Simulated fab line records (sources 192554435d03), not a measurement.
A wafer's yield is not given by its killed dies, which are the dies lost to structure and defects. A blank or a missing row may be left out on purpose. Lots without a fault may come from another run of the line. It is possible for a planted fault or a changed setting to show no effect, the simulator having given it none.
Which of the tools did it? | flow n5Finfet | 72 wafers from 24 lots sampled at 6 of the route's 1938 steps

WHAT THE GAUGES READ, wafer by wafer
N5_BEOL_M3_RS_MEAS_58: a four-point-probe measurement. Usual: for M3_RS the level is 0.68 ohm/sq and the standard deviation is 0.037.
lot  | measured     | on           | M3_RS (ohm/sq) | flag
L074 | day 7 18:10  | filmMetro-01 | 0.68 0.66 0.64 | 
L075 | day 7 20:11  | filmMetro-01 | 0.60 0.64 0.60 | 
L076 | day 8 01:03  | filmMetro-01 | 0.67 0.68 0.63 | 
L077 | day 8 11:26  | filmMetro-01 | 0.65 0.70 0.63 | 
L078 | day 8 14:51  | filmMetro-02 | 0.65 0.68 0.65 | 
L079 | day 8 23:33  | filmMetro-02 | 0.72 0.68 0.70 | 
L080 | day 9 00:43  | filmMetro-02 | 0.67 0.66 0.62 | 
L081 | day 9 06:10  | filmMetro-01 | 0.67 0.72 0.63 | 
L083 | day 9 16:47  | filmMetro-01 | 0.74 0.64 0.72 | 
L082 | day 10 02:50 | filmMetro-02 | 0.71 0.69 0.69 | 
L084 | day 10 06:57 | filmMetro-02 | 0.78 0.74 0.67 | 
L085 | day 10 13:31 | filmMetro-01 | 0.70 0.68 0.65 | 
L086 | day 10 18:43 | filmMetro-02 | 0.71 0.67 0.68 | 
L087 | day 11 02:40 | filmMetro-01 | 0.69 0.68 0.68 | 
L088 | day 11 05:26 | filmMetro-02 | 0.69 0.64 0.70 | 
L089 | day 11 06:11 | filmMetro-02 | 0.67 0.66 0.69 | 
L090 | day 11 12:17 | filmMetro-01 | 0.65 0.65 0.69 | 
L091 | day 11 13:50 | filmMetro-01 | 0.69 0.74 0.62 | 
L092 | day 12 09:49 | filmMetro-01 | 0.71 0.66 0.65 | 
L093 | day 12 14:37 | filmMetro-01 | 0.67 0.62 0.64 | 
L094 | day 12 19:38 | filmMetro-01 | 0.72 0.66 0.69 | 
L095 | day 13 02:47 | filmMetro-02 | 0.71 0.71 0.65 | 
L096 | day 13 09:49 | filmMetro-02 | 0.69 0.71 0.69 | 
L097 | day 13 19:31 | filmMetro-02 | 0.73 0.67 0.63 | 

N5_BEOL_M4_CD_MEAS_18: pitch 36 nm, target cd 18 nm. Usual: cdNm 18.0 nm, standard deviation 0.35.
lot  | measured     | on       | cdNm (nm)      | flag
L074 | day 7 20:59  | cdSem-02 | 18.1 17.8 18.0 | 
L075 | day 7 21:48  | cdSem-03 | 18.3 18.1 18.0 | 
L076 | day 8 04:09  | cdSem-02 | 17.2 18.0 17.6 | 
L077 | day 8 13:41  | cdSem-01 | 18.0 18.1 17.7 | 
L078 | day 8 16:35  | cdSem-01 | 17.6 17.7 17.4 | 
L079 | day 9 02:23  | cdSem-03 | 18.1 18.1 18.3 | 
L080 | day 9 02:39  | cdSem-03 | 18.0 18.7 18.2 | 
L081 | day 9 09:34  | cdSem-01 | 17.9 17.9 18.2 | 
L083 | day 9 18:13  | cdSem-01 | 17.8 17.2 17.2 | 
L082 | day 10 04:13 | cdSem-01 | 18.1 18.1 18.0 | 
L084 | day 10 09:26 | cdSem-02 | 18.2 18.3 18.2 | 
L085 | day 10 16:03 | cdSem-03 | 17.7 17.4 17.3 | 
L086 | day 10 20:21 | cdSem-01 | 18.0 17.7 17.7 | 
L087 | day 11 04:48 | cdSem-03 | 17.6 18.3 17.8 | 
L088 | day 11 08:58 | cdSem-02 | 17.9 18.2 18.7 | 
L089 | day 11 09:07 | cdSem-03 | 17.6 17.9 17.9 | 
L090 | day 11 14:42 | cdSem-01 | 18.3 18.3 18.3 | 
L091 | day 11 19:53 | cdSem-02 | 17.5 18.4 18.4 | 
L092 | day 12 11:42 | cdSem-01 | 18.1 17.3 17.7 | 
L093 | day 12 16:14 | cdSem-01 | 17.9 18.0 18.2 | 
L094 | day 12 21:18 | cdSem-02 | 17.8 18.0 18.7 | 
L095 | day 13 05:37 | cdSem-01 | 18.3 18.9 17.9 | 
L096 | day 13 11:31 | cdSem-02 | 18.4 18.1 18.5 | 
L097 | day 13 22:43 | cdSem-03 | 17.8 17.4 18.2 | 

WHICH TOOL RAN EACH LOT (tool, then ch and the chambers of the sampled wafers, then the start)
lot  | N5_BEOL_M3_SPUTTER_88       | N5_BEOL_M3_SPUTTER_92       | N5_BEOL_M4_HM_DEP_02        | N5_BEOL_M4_STRIP_66
L074 | pvdSputter-01, day 7 16:13  | pvdSputter-01, day 7 16:40  | pvdSputter-03, day 7 19:46  | rieDiel-03 ch 1,2,3, day 7 20:44
L075 | pvdSputter-03, day 7 18:16  | pvdSputter-03, day 7 18:42  | pvdSputter-03, day 7 20:43  | rieDiel-05 ch 0,2, day 7 21:35
L076 | pvdSputter-01, day 7 22:54  | pvdSputter-01, day 7 23:20  | pvdSputter-01, day 8 02:51  | rieDiel-05 ch 1,3, day 8 03:55
L077 | pvdSputter-03, day 8 07:35  | pvdSputter-03, day 8 08:01  | pvdSputter-01, day 8 12:28  | rieDiel-03 ch 1,2,3, day 8 13:19
L078 | pvdSputter-02, day 8 12:55  | pvdSputter-02, day 8 13:22  | pvdSputter-02, day 8 15:34  | rieDiel-02 ch 0,1,2, day 8 16:21
L079 | pvdSputter-03, day 8 20:52  | pvdSputter-03, day 8 21:18  | pvdSputter-02, day 9 01:14  | rieDiel-05 ch 2,3, day 9 02:10
L080 | pvdSputter-02, day 8 20:55  | pvdSputter-02, day 8 21:22  | pvdSputter-02, day 9 01:42  | rieDiel-02 ch 0,3, day 9 02:26
L081 | pvdSputter-02, day 9 03:17  | pvdSputter-02, day 9 03:43  | pvdSputter-02, day 9 08:01  | rieDiel-02 ch 1,3, day 9 09:17
L083 | pvdSputter-02, day 9 14:01  | pvdSputter-02, day 9 14:28  | pvdSputter-02, day 9 17:08  | rieDiel-03 ch 0,1,3, day 9 17:59
L082 | pvdSputter-02, day 9 22:44  | pvdSputter-02, day 9 23:11  | pvdSputter-03, day 10 03:05 | rieDiel-05 ch 1,3, day 10 03:57
L084 | pvdSputter-02, day 10 01:37 | pvdSputter-02, day 10 02:04 | pvdSputter-02, day 10 08:19 | rieDiel-02 ch 0,1,2, day 10 09:13
L085 | pvdSputter-03, day 10 08:46 | pvdSputter-03, day 10 09:13 | pvdSputter-01, day 10 15:01 | rieDiel-02 ch 2,3, day 10 15:44
L086 | pvdSputter-01, day 10 13:50 | pvdSputter-01, day 10 14:16 | pvdSputter-01, day 10 19:14 | rieDiel-05 ch 0,3, day 10 20:05
L087 | pvdSputter-02, day 10 21:48 | pvdSputter-02, day 10 22:14 | pvdSputter-02, day 11 03:43 | rieDiel-03 ch 0,1, day 11 04:35
L088 | pvdSputter-03, day 11 03:26 | pvdSputter-03, day 11 03:53 | pvdSputter-03, day 11 07:19 | rieDiel-02 ch 1,2, day 11 08:40
L089 | pvdSputter-01, day 11 04:15 | pvdSputter-01, day 11 04:41 | pvdSputter-03, day 11 07:49 | rieDiel-02 ch 1,2,3, day 11 08:53
L090 | pvdSputter-03, day 11 10:22 | pvdSputter-03, day 11 10:48 | pvdSputter-01, day 11 13:25 | rieDiel-02 ch 0,1,2, day 11 14:28
L091 | pvdSputter-01, day 11 11:52 | pvdSputter-01, day 11 12:19 | pvdSputter-01, day 11 18:37 | rieDiel-02 ch 0,3, day 11 19:40
L092 | pvdSputter-01, day 12 07:53 | pvdSputter-01, day 12 08:19 | pvdSputter-01, day 12 10:34 | rieDiel-02 ch 2,3, day 12 11:25
L093 | pvdSputter-02, day 12 12:41 | pvdSputter-02, day 12 13:07 | pvdSputter-03, day 12 15:08 | rieDiel-05 ch 0,2,3, day 12 16:01
L094 | pvdSputter-01, day 12 17:43 | pvdSputter-01, day 12 18:09 | pvdSputter-03, day 12 20:13 | rieDiel-03 ch 0,1, day 12 21:04
L095 | pvdSputter-02, day 13 00:46 | pvdSputter-02, day 13 01:13 | pvdSputter-01, day 13 03:41 | rieDiel-02 ch 0,1,3, day 13 05:24
L096 | pvdSputter-01, day 13 07:49 | pvdSputter-01, day 13 08:15 | pvdSputter-02, day 13 10:26 | rieDiel-02 ch 1,2, day 13 11:17
L097 | pvdSputter-03, day 13 17:34 | pvdSputter-03, day 13 18:01 | pvdSputter-01, day 13 21:34 | rieDiel-02 ch 0,2,3, day 13 22:27
- N5_BEOL_M3_SPUTTER_88: material Cu, target thk 4.5 nm, time 8.29 s.
- N5_BEOL_M3_SPUTTER_92: material Cu, target thk 4.5 nm, time 8.29 s.
- N5_BEOL_M4_HM_DEP_02: deposits TiN, target thk 20 nm.
- N5_BEOL_M4_STRIP_66: strips in CF4.

WHAT THE TOOLS THEMSELVES READ (means of the sampled wafers that have a number; where no wafer has one, the mark that the record gives instead)
N5_BEOL_M3_SPUTTER_88. Usual: throttleValvePct 29.9 %, standard deviation 1.2.
lot  | tool          | throttleValvePct (%) | flag
L074 | pvdSputter-01 | 29.7                 | 
L075 | pvdSputter-03 | 30.9                 | 
L076 | pvdSputter-01 | 30.1                 | 
L077 | pvdSputter-03 | 30.1                 | 
L078 | pvdSputter-02 | 28.8                 | 
L079 | pvdSputter-03 | 28.7                 | 
L080 | pvdSputter-02 | 30.1                 | 
L081 | pvdSputter-02 | 28.8                 | 
L083 | pvdSputter-02 | 30.2                 | 
L082 | pvdSputter-02 | 29.3                 | 
L084 | pvdSputter-02 | 29.8                 | 
L085 | pvdSputter-03 | 30.3                 | 
L086 | pvdSputter-01 | 29.5                 | 
L087 | pvdSputter-02 | 30.1                 | 
L088 | pvdSputter-03 | 29.5                 | 
L089 | pvdSputter-01 | 29.6                 | 
L090 | pvdSputter-03 | 29.3                 | 
L091 | pvdSputter-01 | 30.8                 | 
L092 | pvdSputter-01 | 29.5                 | 
L093 | pvdSputter-02 | 29.7                 | 
L094 | pvdSputter-01 | 30.3                 | 
L095 | pvdSputter-02 | 30.6                 | 
L096 | pvdSputter-01 | 30.5                 | 
L097 | pvdSputter-03 | 30.9                 | 

N5_BEOL_M3_SPUTTER_92. Usual: throttleValvePct 29.9 %, standard deviation 1.2.
lot  | tool          | throttleValvePct (%) | flag
L074 | pvdSputter-01 | 29.9                 | 
L075 | pvdSputter-03 | 30.8                 | 
L076 | pvdSputter-01 | 30.1                 | 
L077 | pvdSputter-03 | 30.3                 | 
L078 | pvdSputter-02 | 28.8                 | 
L079 | pvdSputter-03 | 28.7                 | 
L080 | pvdSputter-02 | 30.0                 | 
L081 | pvdSputter-02 | 29.0                 | 
L083 | pvdSputter-02 | 30.1                 | 
L082 | pvdSputter-02 | 29.1                 | 
L084 | pvdSputter-02 | 29.8                 | 
L085 | pvdSputter-03 | 30.2                 | 
L086 | pvdSputter-01 | 29.7                 | 
L087 | pvdSputter-02 | 30.2                 | 
L088 | pvdSputter-03 | 29.4                 | 
L089 | pvdSputter-01 | 29.5                 | 
L090 | pvdSputter-03 | 29.3                 | 
L091 | pvdSputter-01 | 30.9                 | 
L092 | pvdSputter-01 | 29.4                 | 
L093 | pvdSputter-02 | 29.7                 | 
L094 | pvdSputter-01 | 30.3                 | 
L095 | pvdSputter-02 | 30.8                 | 
L096 | pvdSputter-01 | 30.8                 | 
L097 | pvdSputter-03 | 30.9                 | 

N5_BEOL_M4_HM_DEP_02. Usual: throttleValvePct 29.9 %, standard deviation 1.3.
lot  | tool          | throttleValvePct (%) | flag
L074 | pvdSputter-03 | 29.1                 | 
L075 | pvdSputter-03 | 29.4                 | 
L076 | pvdSputter-01 | 28.6                 | 
L077 | pvdSputter-01 | 30.1                 | 
L078 | pvdSputter-02 | 31.0                 | 
L079 | pvdSputter-02 | 30.5                 | 
L080 | pvdSputter-02 | 30.2                 | 
L081 | pvdSputter-02 | 30.7                 | 
L083 | pvdSputter-02 | 29.4                 | 
L082 | pvdSputter-03 | 29.6                 | 
L084 | pvdSputter-02 | 30.8                 | 
L085 | pvdSputter-01 | 31.1                 | 
L086 | pvdSputter-01 | 29.9                 | 
L087 | pvdSputter-02 | 30.3                 | 
L088 | pvdSputter-03 | 30.2                 | 
L089 | pvdSputter-03 | 29.1                 | 
L090 | pvdSputter-01 | 30.2                 | 
L091 | pvdSputter-01 | 29.8                 | 
L092 | pvdSputter-01 | 29.8                 | 
L093 | pvdSputter-03 | 29.8                 | 
L094 | pvdSputter-03 | 30.3                 | 
L095 | pvdSputter-01 | 29.9                 | 
L096 | pvdSputter-02 | 31.2                 | 
L097 | pvdSputter-01 | 30.6                 | 

N5_BEOL_M4_STRIP_66. Usual: drypumpMotorCurrentA 5.9 A, standard deviation 0.39; oesProductAu 0.76 a.u., standard deviation 0.089; rfVppV 270.9 V, standard deviation 1.7; showerheadPlenumPTorr 1.77 Torr, standard deviation 0.065; throttleValvePct 13.57 %, standard deviation 0.19.
lot  | tool       | drypumpMotorCurrentA (A) | oesProductAu (a.u.) | rfVppV (V) | showerheadPlenumPTorr (Torr) | throttleValvePct (%) | flag
L074 | rieDiel-03 | 5.9                      | 0.72                | 272.2      | 1.78                         | 13.57                | 
L075 | rieDiel-05 | 5.7                      | 0.77                | 272.3      | 1.82                         | 13.42                | 
L076 | rieDiel-05 | 5.6                      | 0.69                | 272.9      | 1.83                         | 13.85                | 
L077 | rieDiel-03 | 5.9                      | 0.71                | 270.4      | 1.78                         | 13.57                | 
L078 | rieDiel-02 | 5.8                      | 0.72                | 271.5      | 1.75                         | 13.68                | 
L079 | rieDiel-05 | 6.1                      | 0.76                | 272.3      | 1.81                         | 13.63                | 
L080 | rieDiel-02 | 6.2                      | 0.77                | 269.5      | 1.67                         | 13.61                | 
L081 | rieDiel-02 | 5.6                      | 0.75                | 270.9      | 1.81                         | 13.49                | 
L083 | rieDiel-03 | 6.1                      | 0.71                | 271.1      | 1.78                         | 13.65                | 
L082 | rieDiel-05 | 6.0                      | 0.69                | 273.0      | 1.83                         | 13.87                | 
L084 | rieDiel-02 | 5.8                      | 0.79                | 270.7      | 1.75                         | 13.51                | 
L085 | rieDiel-02 | 5.9                      | 0.85                | 270.2      | 1.75                         | 13.52                | 
L086 | rieDiel-05 | 6.0                      | 0.69                | 272.1      | 1.84                         | 13.70                | 
L087 | rieDiel-03 | 6.3                      | 0.84                | 271.4      | 1.78                         | 13.49                | 
L088 | rieDiel-02 | 5.5                      | 0.77                | 272.4      | 1.82                         | 13.48                | 
L089 | rieDiel-02 | 5.7                      | 0.81                | 271.1      | 1.78                         | 13.50                | 
L090 | rieDiel-02 | 5.9                      | 0.77                | 270.6      | 1.75                         | 13.54                | 
L091 | rieDiel-02 | 6.2                      | 0.75                | 268.5      | 1.66                         | 13.66                | 
L092 | rieDiel-02 | 5.8                      | 0.85                | 270.0      | 1.76                         | 13.49                | 
L093 | rieDiel-05 | 5.9                      | 0.85                | 271.3      | 1.80                         | 13.42                | 
L094 | rieDiel-03 | 6.4                      | 0.80                | 271.3      | 1.78                         | 13.54                | 
L095 | rieDiel-02 | 5.9                      | 0.74                | 270.0      | 1.73                         | 13.63                | 
L096 | rieDiel-02 | 5.7                      | 0.81                | 271.1      | 1.79                         | 13.50                | 
L097 | rieDiel-02 | 6.1                      | 0.78                | 269.9      | 1.71                         | 13.62                | 

THE ANSWER, worked out from the rows above alone
Rule: a lot is off if the mean of its wafers that have a number lies more than 3 standard deviations from the usual mean. Also off: a lot with no number at a reading for which 4 or more lots have one. Any other lot the step has rows for is counted as sound. First the gauges in route order, then the tools' own readings, where a lot's mean is used as printed above. At the first step where some lot is off, the reading lying furthest off is the one used; lots without a number count as furthest.
No lot is off on any of the readings shown, so nothing can be concluded from this.

WHAT THE SIMULATOR PUT IN
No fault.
